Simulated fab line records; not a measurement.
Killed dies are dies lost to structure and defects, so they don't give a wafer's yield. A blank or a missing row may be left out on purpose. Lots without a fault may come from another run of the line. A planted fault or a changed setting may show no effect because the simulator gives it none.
The tool behind it: which one?    flow nandHarc    36 wafers from 12 lots sampled at 5 of the route's 1302 steps

## WHAT EACH GAUGE READ, for each wafer
NHARC_END_SORT_01. Usual: value, then standard deviation, for each; defectLimitedYield 90.6 % / 2.7; killedAtArray 59 / 19; killedAtOther 0.6 / 0.85; killedAtPeriphery 3.8 / 2.5; killedDies 64 / 19; killedOpen 3.3 / 1.8; killedShort 2.2 / 1.6.
lot   measured      on         defectLimitedYield (%)  killedAtArray  killedAtOther  killedAtPeriphery  killedDies  killedOpen  killedShort  flag
L836  day 26 07:30  prober-01  86.9 87.9 89.8          89 78 68       0 0 0          0 4 1              89 82 69    1 3 0       5 4 2        
L838  day 26 05:54  prober-02  90.8 90.3 92.6          59 64 48       0 0 0          3 2 2              62 66 50    6 6 5       4 1 1        
L837  day 26 17:01  prober-01  88.3 88.8 88.8          72 74 67       0 0 0          7 2 9              79 76 76    3 2 8       3 2 2        
L840  day 28 06:04  prober-01  86.9 87.9 88.9          89 78 67       0 1 1          0 3 7              89 82 75    6 3 5       3 3 3        
L847  day 30 05:54  prober-01  89.7 88.6 88.8          68 75 69       0 0 2          2 2 5              70 77 76    3 1 3       0 2 5        

## EACH LOT AND THE TOOL THAT RAN IT (in order: tool; ch and the chambers of the sampled wafers; start)
lot   NHARC_THIN_TSV_ETCH_44             NHARC_THIN_TSV_ETCH_15           NHARC_THIN_TSV_ETCHBACK_48         NHARC_THIN_TSV_DEGAS_49
L835  rieDiel-12 ch 2,3, day 25 05:15    rieSi-04 ch 0,2,3, day 25 05:51  rieDiel-13 ch 2,3, day 25 07:14    pvdSputter-03, day 25 07:47
L836  rieDiel-12 ch 0,2, day 25 13:36    rieSi-05 ch 0,1,2, day 25 14:07  rieDiel-06 ch 0,1,2, day 25 15:31  pvdSputter-01, day 25 16:05
L838  rieDiel-13 ch 0,1, day 25 17:11    rieSi-02 ch 1,2,3, day 25 17:47  rieDiel-06 ch 0,1,3, day 25 19:11  pvdSputter-03, day 25 19:42
L837  rieDiel-13 ch 1,2,3, day 26 02:09  rieSi-02 ch 1,2,3, day 26 02:44  rieDiel-12 ch 0,1,2, day 26 04:09  pvdSputter-03, day 26 04:45
L839  rieDiel-06 ch 1,2,3, day 27 07:10  rieSi-05 ch 0,1,3, day 27 07:40  rieDiel-12 ch 2,3, day 27 09:05    pvdSputter-02, day 27 09:37
L840  rieDiel-13 ch 2,3, day 27 13:46    rieSi-05 ch 0,1, day 27 14:20    rieDiel-13 ch 0,2,3, day 27 15:49  pvdSputter-03, day 27 16:25
L847  rieDiel-12 ch 1,2, day 29 14:38    rieSi-04 ch 0,2,3, day 29 15:11  rieDiel-13 ch 0,1, day 29 16:34    pvdSputter-02, day 29 17:08
L849  rieDiel-13 ch 0,1, day 30 16:46    rieSi-02 ch 1,2,3, day 30 17:17  rieDiel-13 ch 0,1,2, day 30 18:48  pvdSputter-01, day 30 19:16
L850  rieDiel-06 ch 0,1,3, day 32 02:46  rieSi-04 ch 1,2,3, day 32 03:20  rieDiel-12 ch 1,2, day 32 04:50    pvdSputter-02, day 32 05:19
L853  rieDiel-13 ch 0,2,3, day 32 14:49  rieSi-04 ch 0,1,3, day 32 15:15  rieDiel-06 ch 0,2,3, day 32 16:42  pvdSputter-02, day 32 17:11
L855  rieDiel-13 ch 0,1,3, day 32 21:13  rieSi-04 ch 0,1,2, day 32 21:41  rieDiel-13 ch 0,2,3, day 32 23:11  pvdSputter-02, day 32 23:41
L852  rieDiel-06 ch 0,2, day 32 22:10    rieSi-02 ch 0,3, day 32 22:44    rieDiel-12 ch 0,1,3, day 33 00:19  pvdSputter-03, day 33 00:54
- NHARC_THIN_TSV_ETCH_44: etches the open film in CF4/O2, target depth 1594.2 nm, time 797.1 s.
- NHARC_THIN_TSV_ETCH_15: target depth 3000 nm, bosch target overetch cycles 2, bosch etch step 2.8 s.
- NHARC_THIN_TSV_ETCHBACK_48: etches the open film in C4F8/Ar, target depth 1028.5 nm, time 405.17 s.
- NHARC_THIN_TSV_DEGAS_49: time 120 s.

## WHAT THE TOOLS THEMSELVES READ (means of the sampled wafers that have a number; where no wafer has one, the mark that the record gives instead)
NHARC_THIN_TSV_ETCH_44. Usual: value, then standard deviation, for each; cf4FlowSccm 150.0 sccm / 0.46; drypumpMotorCurrentA 5.6 A / 0.43; o2FlowSccm 10.00 sccm / 0.032; oesProductAu 1.000 a.u. / 0.0066; rfVppV 795 V / 5.6; showerheadPlenumPTorr 1.85 Torr / 0.09; throttleValvePct 16.914 % / 0.0088.
lot   tool        cf4FlowSccm (sccm)  drypumpMotorCurrentA (A)  o2FlowSccm (sccm)  oesProductAu (a.u.)  rfVppV (V)  showerheadPlenumPTorr (Torr)  throttleValvePct (%)  flag
L835  rieDiel-12  150.4               6.1                       10.01              1.004                793         1.83                          16.916                
L836  rieDiel-12  150.1               5.5                       10.02              1.003                793         1.81                          16.906                
L838  rieDiel-13  149.7               6.1                       10.03              0.995                797         1.88                          16.912                
L837  rieDiel-13  149.7               5.3                       10.00              1.003                800         1.91                          16.911                
L839  rieDiel-06  149.6               5.6                       9.98               1.011                793         1.81                          16.917                
L840  rieDiel-13  150.0               5.0                       10.02              0.993                799         1.91                          16.916                
L847  rieDiel-12  149.6               5.7                       10.00              0.997                795         1.85                          16.913                
L849  rieDiel-13  150.4               6.1                       10.00              0.992                801         1.92                          16.906                
L850  rieDiel-06  149.7               5.5                       9.99               0.998                792         1.80                          16.904                
L853  rieDiel-13  150.3               5.3                       9.97               0.999                796         1.86                          16.918                
L855  rieDiel-13  149.9               5.8                       9.97               0.999                800         1.92                          16.908                
L852  rieDiel-06  149.5               5.6                       9.99               1.003                801         1.96                          16.922                

NHARC_THIN_TSV_ETCH_15. Usual: drypumpMotorCurrentA at 6.1 A, with a standard deviation of 0.47.
lot   tool      drypumpMotorCurrentA (A)  flag
L835  rieSi-04  6.2                       
L836  rieSi-05  6.4                       
L838  rieSi-02  5.6                       
L837  rieSi-02  5.6                       
L839  rieSi-05  6.1                       
L840  rieSi-05  6.2                       
L847  rieSi-04  6.2                       
L849  rieSi-02  5.6                       
L850  rieSi-04  6.5                       
L853  rieSi-04  6.2                       
L855  rieSi-04  6.2                       
L852  rieSi-02  5.6                       

NHARC_THIN_TSV_ETCHBACK_48. Usual: oesProductAu 0.94 a.u., standard deviation 0.032; rfVppV 548 V, standard deviation 3.6.
lot   tool        oesProductAu (a.u.)  rfVppV (V)  flag
L835  rieDiel-13  0.92                 551         
L836  rieDiel-06  0.94                 549         
L838  rieDiel-06  0.93                 546         
L837  rieDiel-12  0.92                 545         
L839  rieDiel-12  1.00                 547         
L840  rieDiel-13  0.93                 548         
L847  rieDiel-13  0.91                 548         
L849  rieDiel-13  0.97                 549         
L850  rieDiel-12  0.93                 547         
L853  rieDiel-06  0.93                 549         
L855  rieDiel-13  0.92                 548         
L852  rieDiel-12  0.93                 545         

NHARC_THIN_TSV_DEGAS_49. Usual: heaterPowerW at 472 W, with a standard deviation of 55.
lot   tool           heaterPowerW (W)  flag
L835  pvdSputter-03  460               
L836  pvdSputter-01  450               
L838  pvdSputter-03  461               
L837  pvdSputter-03  469               
L839  pvdSputter-02  430               
L840  pvdSputter-03  469               
L847  pvdSputter-02  486               
L849  pvdSputter-01  492               
L850  pvdSputter-02  430               
L853  pvdSputter-02  487               
L855  pvdSputter-02  486               
L852  pvdSputter-03  410               

## THE ANSWER, worked out from the rows above alone
Rule: lot off if the mean of its wafers having a number is beyond 3 standard deviations from the usual mean. Also off: a lot with no number at a reading for which 4 or more lots have one. All remaining lots with rows at the step are treated as sound. After the gauges, taken in route order, come the tools' own readings; for these a lot's mean is taken, as printed above. At the first step where some lot is off, the reading lying furthest off is the one used; lots without a number count as furthest.
Across all readings shown, no lot is off: no conclusion can be drawn from this.

## WHAT THE SIMULATOR PUT IN
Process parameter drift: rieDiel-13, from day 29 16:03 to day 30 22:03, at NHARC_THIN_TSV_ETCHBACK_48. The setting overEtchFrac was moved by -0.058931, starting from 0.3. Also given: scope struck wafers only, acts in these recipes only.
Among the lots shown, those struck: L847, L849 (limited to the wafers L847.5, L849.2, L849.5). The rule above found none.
